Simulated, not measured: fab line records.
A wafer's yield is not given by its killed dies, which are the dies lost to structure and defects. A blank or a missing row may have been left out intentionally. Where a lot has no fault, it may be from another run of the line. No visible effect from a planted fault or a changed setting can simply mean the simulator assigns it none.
fab line records + flow n5-finfet
[record]
- lots = 4
- wafers = 11
- last-day = 17
route steps=1938 shown BEOL_M8@1392 BEOL_M9@1401
lots that met no fault: from a run of the same line without faults
start-h: hours from the record's opening day to when the first of the lot's shown wafers began + wait-h: hours elapsed since this lot's preceding step + " the same as in the row above + L1.1+2: a row that stands for several wafers + - value missing, or start not given + * or withheld: withheld + < > ~ a bound
route shown NAME@n: names a module that has steps shown in the file, with the first one's number in the route + usual: the fault-free wafers' mean and standard deviation + same: alike in all rows + chamber/n: place in a boat + sites: per-site readings + _std_site: standard deviation of those values + _edge_site: inner sites' mean taken away from outer sites' mean + radius-mm: for every site, how far away it sits from the centre of the wafer + mask NAME#n: copy n + behind: tool/chamber where the wafer was last shaped + hold: reason for holding the lot/hours on hold/outcome of the hold + device: transistor that didn't switch, given as n, p or np + end of line: the route-end tests of the same wafers + a step given without rows: its recipe and nothing more + killed: not the wafer's yield, but the dies lost to structure and defects at the first sort + map: shows each die of a wafer: x if killed, . if not, _ if none is there
set.NAME: setting as actually run; set.NAME@STEP: the setting as run at that earlier step + model.NAME: the simulator's own value behind a step, which no gauge read
a table for each step, a row for each wafer; lots at some steps of the route
services: from which hour (start-h, from the record's first day; less than 0 if before it) a tool's chamber was out of use, for how many hours, and why
[[steps]]
[step N5_BEOL_M8_SPUTTER_48]
[recipe]
- material = Cu
- target-thk-a = 100
- temp-c = -20
- bias-v = 60
- power-w = 26000
- chamber-pressure-pa = 0.13
- time-s = 1.667
[step N5_BEOL_M8_ECD_50]
[recipe]
- material = Cu
- target-thk-a = 3000
[step N5_BEOL_M8_ANNEAL_51]
[recipe]
- temp-c = 225
- time-s = 90
- ambient = N2
[step N5_BEOL_M8_CMP_52]
[recipe]
- stop-on = SiCOH_lowk
- t-overpolish-s = 6.9
- down-force-psi = 1
- platen-rpm = 50
- clearing-platen-down-force-psi = 1.5
- clearing-platen-rpm = 50
- post-cmp-clean = cu-alkaline
- target-thk-nm = 80
- clearing-platen-pad-velocity-m-s = 0.99484
- pad-velocity-m-s = 0.99484
[step N5_BEOL_M8_PRE_CLEAN_55]
[recipe]
- gas = NH3
- time-s = 15
- temp-c = withheld
- rf-power-w = 300
[step N5_BEOL_M8_DEP_56]
[recipe]
- material = SiCN
- target-thk-a = 100
- temp-c = withheld
- precursor = 3MS/NH3
- pressure-torr = 3
- rf-w = 202
- time-s = 17.5
[step N5_BEOL_M9_ILD_DEP_00]
[recipe]
- material = SiCOH_lowk
- target-thk-a = 3085.1
- temp-c = 300
- precursor = DEMS/porogen
- pressure-torr = 5
- rf-w = 500
- time-s = 58
[step N5_BEOL_M9_CURE_71]
[recipe]
- temp-c = 385
- time-s = 240
- ambient = He/Ar
- material = SiCOH_lowk
[step N5_BEOL_M9_PECVD_70]
[recipe]
- material = SiO2
- target-thk-a = 200
- temp-c = 400
- precursor = TEOS/O2
- pressure-torr = 5.5
- rf-w = 450
- teos-flow-sccm = 53.8
- gas = O2
- flow-sccm = 3000
- time-s = 22.7
[usual]
- heater-power-w = 705/95
- showerhead-plenum-p-Torr = 8.76/0.063
- throttle-valve-pct = 21.9/0.99
| lot.wafer | tool     | chamber | start-h | wait-h | heater-power-w | showerhead-plenum-p-Torr | throttle-valve-pct | model.SiO2_of_BEOL_M9_PECVD_70.thk-nm |
|-----------|----------|---------|---------|--------|----------------|--------------------------|--------------------|---------------------------------------|
| L777.2    | pecvd-04 | 2       | 255.29  | 0.0    | 802            | 8.78                     | 21.1               | 35.2                                  |
| L777.4    | "        | 0       | "       | "      | 603            | 8.74                     | 21.9               | 20.2                                  |
| L777.5    | "        | 2       | "       | "      | 823            | 8.75                     | 21.2               | 35.6                                  |
| L775.2    | pecvd-04 | 0       | 262.28  | 0.0    | 658            | 8.73                     | 21.7               | 35.6                                  |
| L775.4    | "        | 2       | "       | "      | 917            | 8.74                     | 21.2               | 20.4                                  |
| L786.2    | pecvd-03 | 1       | 326.62  | 0.0    | 641            | 8.81                     | 24.6               | 19.2                                  |
| L786.3    | "        | 2       | "       | "      | 727            | 8.72                     | 20.9               | 20                                    |
| L786.5    | "        | 1       | "       | "      | 679            | 8.82                     | 24.6               | 19.4                                  |
| L790.2    | pecvd-04 | 1       | 342.13  | 0.0    | 821            | 8.74                     | 20.8               | 20                                    |
| L790.4    | "        | 2       | "       | "      | 864            | 8.73                     | 21.2               | 20.4                                  |
| L790.5    | "        | 0       | "       | "      | 590            | 8.74                     | 21.9               | 20                                    |
[step N5_BEOL_M9_HM_DEP_02]
[recipe]
- material = TiN
- target-thk-a = 200
- temp-c = 25
- chamber-pressure-pa = 0.49996
[step N5_BEOL_M9_COAT_59]
[recipe]
- resist = SOC
- temp-c = 250
- time-s = 60
- spin-rpm = 1500
- resist-thk-nm = 100
[step N5_BEOL_M9_COAT_60]
[recipe]
- resist = SiARC
- temp-c = 220
- time-s = 60
- spin-rpm = 1500
- resist-thk-nm = 30
[step N5_BEOL_M9_COAT_05]
[recipe]
- resist = CAR-ArF
- spin-rpm = 1500
- resist-thk-nm = 90
[step N5_BEOL_M9_EBR_07]
[recipe]
- solvent = PGMEA
- ebr-width-mm = 1.5
[step N5_BEOL_M9_SOFTBAKE_06]
[recipe]
- temp-c = 110
- time-s = 60
- resist = CAR-ArF
[step N5_BEOL_M9_EXPOSE_08]
[recipe]
- mask-id = M9
- na = 1.35
- source-shape = dipole
- sigma-inner = 0.411
- sigma-outer = 0.611
- polarization = te
- dose-mj = 53.75
[step N5_BEOL_M9_PEB_09]
[recipe]
- peb-temp-c = withheld
- peb-time-s = 60
- resist = CAR-ArF
[step N5_BEOL_M9_DEVELOP_10]
[recipe]
- develop-time-s = 30
- developer = TMAH
- resist = CAR-ArF
- rinse-liquid = diw
- dry = air-spin
- dev-temp-c = 23
[step N5_BEOL_M9_DESCUM_16]
[recipe]
- chemistry = O2
- time-s = 7.9
- source-power-w = 50
- bias-power-w = 20
- pressure-mtorr = 20
- rf-frequency-hz = 2.712e+07
- temp-c = 40
- resist = CAR-ArF
- o2-flow-sccm = 225
[step N5_BEOL_M9_ETCH_61]
[recipe]
- chemistry = CF4
- target = SiARC
- target-depth-a = 390
- mask-material = CAR-ArF
- time-s = 65
- ion-energy-ev = 80
- pressure-mtorr = 40
- source-w = 545
- bias-w = 36
- Ar_flow_sccm = 100
- cf4-flow-sccm = 100
- ends = cleared
[step N5_BEOL_M9_ETCH_62]
[recipe]
- chemistry = N2/H2
- target = SOC
- target-depth-a = 1100
- overetch-a = 220
- mask-material = SiARC
- temp-c = 40
- time-s = 165
- ion-energy-ev = 200
- pressure-mtorr = 30
- source-w = 840
- bias-w = 150
- n2-flow-sccm = 200
- h2-flow-sccm = 200
[step N5_BEOL_M9_STRIP_68]
[recipe]
- chemistry = N2/H2
- temp-c = 40
- n2-flow-sccm = 200
- h2-flow-sccm = 200
- rf-frequency-hz = 6e+07
[step N5_BEOL_M9_STRIP_67]
[recipe]
- chemistry = CF4
- resist = SiARC
- power-w = 300
- bias-power-w = 75
- pressure-mtorr = 50
- cf4-flow-sccm = 150
- rf-frequency-hz = 6e+07
[step N5_BEOL_M9_HM_OPEN_17]
[recipe]
- chemistry = Cl2/BCl3
- target-depth-a = 200
- overetch-a = 60
- target = TiN
- mask-material = SOC
- ion-energy-ev = 150
- pressure-mtorr = 10
- icp-w = 1000
- bias-w = 126
- Cl2_flow_sccm = 53.25
- bcl3-flow-sccm = 21.75
- Ar_flow_sccm = 25
[step N5_BEOL_M9_STRIP_19]
[recipe]
- chemistry = O2
- power-w = 400
- temp-c = 40
- pressure-mtorr = 30
- rf-frequency-hz = 6e+07
- bias-power-w = 0
- overash-fraction = 0.2
- o2-flow-sccm = 225
[step N5_BEOL_M9_COAT_63]
[recipe]
- resist = SOC
- temp-c = 250
- time-s = 60
- spin-rpm = 1500
- resist-thk-nm = 60
[step N5_BEOL_M9_COAT_64]
[recipe]
- resist = SiARC
- temp-c = 220
- time-s = 60
- spin-rpm = 1500
- resist-thk-nm = 12
[step N5_BEOL_M9_COAT_75]
[recipe]
- resist = underlayer
- temp-c = 205
- time-s = 60
- spin-rpm = 1500
- resist-thk-nm = 5
[step N5_BEOL_M9_COAT_22]
[recipe]
- resist = CAR-EUV
- spin-rpm = 1500
- resist-thk-nm = 30
[step N5_BEOL_M9_EBR_24]
[recipe]
- solvent = PGMEA
- ebr-width-mm = 1.5
[step N5_BEOL_M9_SOFTBAKE_23]
[recipe]
- temp-c = 110
- time-s = 60
- resist = CAR-EUV
[step N5_BEOL_M9_EXPOSE_25]
[recipe]
- mask-id = V8
- na = 0.33
- source-shape = annular
- sigma-inner = 0.4
- sigma-outer = 0.8
- polarization = unpolarized
- dose-mj = 37.25
[step N5_BEOL_M9_PEB_26]
[recipe]
- peb-temp-c = 100
- peb-time-s = 60
- resist = CAR-EUV
[step N5_BEOL_M9_DEVELOP_27]
[recipe]
- develop-time-s = 30
- developer = TMAH
- resist = CAR-EUV
- rinse-liquid = surfactant-rinse
- dry = air-spin
- dev-temp-c = 23
[step N5_BEOL_M9_HM_STRIP_39]
[recipe]
- chemistry = peroxide-tin-strip
- material = TiN
- target-depth-a = 250
- temp-c = 50
- time-s = 158
| lot.wafer | tool         | chamber | start-h | wait-h | model.SiO2_of_BEOL_M9_PECVD_70.thk-nm |
|-----------|--------------|---------|---------|--------|---------------------------------------|
| L777.2    | wet-bench-05 | 5       | 258.88  | 0.0    | 35.2                                  |
| L777.4    | "            | 4       | "       | "      | 20                                    |
| L777.5    | "            | 0       | "       | "      | 35.6                                  |
| L775.2    | wet-bench-03 | 3       | 265.79  | 0.0    | 35.4                                  |
| L775.4    | "            | 2       | "       | "      | 20.2                                  |
| L786.2    | wet-bench-05 | 0       | 330.15  | 0.0    | 19                                    |
| L786.3    | "            | 2       | "       | "      | 19.8                                  |
| L786.5    | "            | 3       | "       | "      | 19.2                                  |
| L790.2+5  | wet-bench-03 | 7,0     | 346.71  | 0.0    | 19.8                                  |
| L790.4    | "            | 6       | "       | "      | 20.2                                  |
[step N5_BEOL_M9_CMP_52]
[recipe]
- stop-on = SiCOH_lowk
- t-overpolish-s = 7
- down-force-psi = 1
- platen-rpm = 50
- clearing-platen-down-force-psi = 1.5
- clearing-platen-rpm = 50
- post-cmp-clean = cu-alkaline
- target-thk-nm = 140
- clearing-platen-pad-velocity-m-s = 0.99484
- pad-velocity-m-s = 0.99484
[usual]
- barrier-field-endpoint-s = 28.6/0.61
- motor-current-A = 6.4/0.66
- overpolish-run-s = 7.000/0.0098
| lot.wafer | tool   | chamber | start-h | wait-h | barrier-field-endpoint-s | motor-current-A | overpolish-run-s |
|-----------|--------|---------|---------|--------|--------------------------|-----------------|------------------|
| L777.2    | cmp-01 | 0       | 260.71  | 0.2    | 46.8                     | 6.9             | 0.042            |
| L777.4    | "      | 2       | "       | "      | 30.0                     | 4.8             | 7.010            |
| L777.5    | "      | 3       | "       | "      | 46.8                     | 8.4             | 0.036            |
| L775.4    | cmp-02 | 0       | 268.19  | 0.1    | 29.4                     | 5.9             | 6.992            |
| L775.2    | "      | 1       | "       | "      | 46.9                     | 6.5             | 0.035            |
| L786.3    | cmp-04 | 3       | 333.04  | 0.2    | 28.7                     | 5.8             | 7.013            |
| L786.2    | "      | 0       | "       | "      | 27.2                     | 6.9             | 7.013            |
| L786.5    | "      | 3       | "       | "      | 27.8                     | 5.6             | 6.981            |
| L790.4    | cmp-02 | 3       | 349.79  | 0.2    | 28.8                     | 5.5             | 6.999            |
| L790.2    | "      | 1       | "       | "      | 28.6                     | 6.6             | 7.009            |
| L790.5    | "      | 3       | "       | "      | 28.9                     | 5.4             | 7.030            |
[[services]]
| tool     | chamber | start-h | hours | kind                           |
|----------|---------|---------|-------|--------------------------------|
| pecvd-04 | 2       | 239.49  | 10.0  | repair                         |
| cmp-02   | -       | 247.72  | 1.5   | repair                         |
| pecvd-04 | 2       | 249.51  | 2.1   | scheduled-down                 |
| pecvd-03 | 2       | 250.98  | 2.1   | scheduled-down                 |
| cmp-02   | -       | 263.21  | 4.0   | pm                             |
| cmp-02   | -       | 267.21  | -     | consumable-replace:conditioner |
| cmp-02   | -       | 267.21  | -     | consumable-replace:pad         |
| cmp-01   | -       | 272.53  | 4.6   | pm                             |
| pecvd-03 | -       | 275.77  | 0.4   | repair                         |
| pecvd-03 | -       | 280.65  | 5.5   | pm                             |
| cmp-04   | -       | 281.99  | 2.7   | repair                         |
| cmp-04   | -       | 298.99  | 5.5   | pm                             |
| cmp-01   | -       | 303.39  | 0.9   | repair                         |
| cmp-04   | -       | 324.22  | 0.3   | repair                         |
| pecvd-04 | -       | 324.79  | 6.0   | pm                             |
| cmp-01   | -       | 328.46  | 8.8   | repair                         |
| cmp-02   | -       | 330.03  | 11.7  | pm                             |
[[key]]
[first-sign]
- step = N5_BEOL_M9_CMP_52
- reading = overpolish-run-s
- direction = down
- sigmas = 99+
- usual = 7.000
- struck = 0.038
[effect]
- step = N5_BEOL_M9_CMP_52
- reading = barrier-field-endpoint-s
- direction = up
- sigmas = 30
- usual = 28.6
- struck = 46.8
[model-effect]
- step = N5_BEOL_M9_PECVD_70
- value = SiO2_of_BEOL_M9_PECVD_70.thk-nm
- without = 19.93
- struck = 35.47
[model-effect]
- step = N5_BEOL_M9_HM_STRIP_39
- value = SiO2_of_BEOL_M9_PECVD_70.thk-nm
- without = 19.73
- struck = 35.4
met-at N5_BEOL_M9_PECVD_70
struck-wafers L775.2,L777.2,L777.5
[fault]
- kind = process-parameter-drift
- tool = pecvd-04
- chamber = -
- onset-h = 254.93
- steps = N5_BEOL_M9_PECVD_70
- channel = time-s
- offset = *
- shape = step
- end-h = 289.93
- scope = struck-wafers-only
- acts-in = *
- stated = *
